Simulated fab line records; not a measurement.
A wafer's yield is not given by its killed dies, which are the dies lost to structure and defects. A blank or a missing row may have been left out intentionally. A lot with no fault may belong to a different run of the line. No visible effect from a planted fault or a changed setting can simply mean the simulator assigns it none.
Chamber matching | flow nand-harc | NHARC_A_SGD_CUT_CMP_21 on cmp-04: 4 sister chambers
The step polishes, target thk 148.19 nm. 8 wafers are shown with their chamber, then 12 later ones without.

== WAFERS, EACH WITH ITS CHAMBER ==
wafer  | chamber | motor-current-A (A) | time-to-endpoint-s (s)
L076.2 | 3       | 11.9                | 52
L081.5 | 1       | 12.0                | 51
L084.1 | 0       | 10.4                | 54
L084.4 | 1       | 12.0                | 56
L084.5 | 3       | 12.4                | 46
L087.1 | 0       | 10.7                | 50
L087.3 | 2       | 11.0                | 53
L087.5 | 2       | 10.6                | 52

== WAFERS WITHOUT THEIR CHAMBER ==
wafer  | motor-current-A (A) | time-to-endpoint-s (s)
L088.2 | 11.2                | 51
L088.4 | 10.9                | 48
L088.6 | 11.3                | 48
L093.1 | 11.1                | 56
L093.2 | 10.7                | 50
L093.3 | 11.8                | 49
L095.3 | 11.6                | 44
L095.5 | 11.3                | 49
L095.6 | 12.7                | 45
L097.1 | 11.0                | 57
L097.2 | 12.1                | 45
L097.6 | 10.5                | 51

== WHICH CHAMBER EACH WENT THROUGH ==
wafer  | from the rows above               | in truth
L088.2 | can't be placed: 2 or 0 or 1      | 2
L088.4 | can't be placed: 2 or 0           | 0
L088.6 | can't be placed: 2 or 0 or 1 or 3 | 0
L093.1 | can't be placed: 2 or 0           | 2
L093.2 | can't be placed: 0 or 2           | 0
L093.3 | can't be placed: 3 or 1           | 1
L095.3 | can't be placed: 3 or 1 or 2      | 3
L095.5 | can't be placed: 2 or 1 or 0 or 3 | 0
L095.6 | can't be placed: 3 or 1           | 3
L097.1 | can't be placed: 2 or 0           | 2
L097.2 | can't be placed: 3 or 1           | 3
L097.6 | can't be placed: 0 or 2           | 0
Placed correctly: 0 of 12. From these rows, 12 cannot be placed; in 12 the true chamber is one of the candidates. Placed wrongly: 0.
How it was worked out, from the rows above alone: a wafer's distance from a chamber is the root of the sum, over the readings, of the square of ((its reading less the chamber's mean) divided by the reading's scatter). The wafer belongs to the nearest chamber; if the next one is less than 2 further off, it can't be placed. For every chamber, the mean is computed from those of its wafers that are shown. The scatter is the square root of a quotient: the sum, over the shown wafers, of each reading's squared deviation from its chamber's mean, divided by wafers minus chambers.
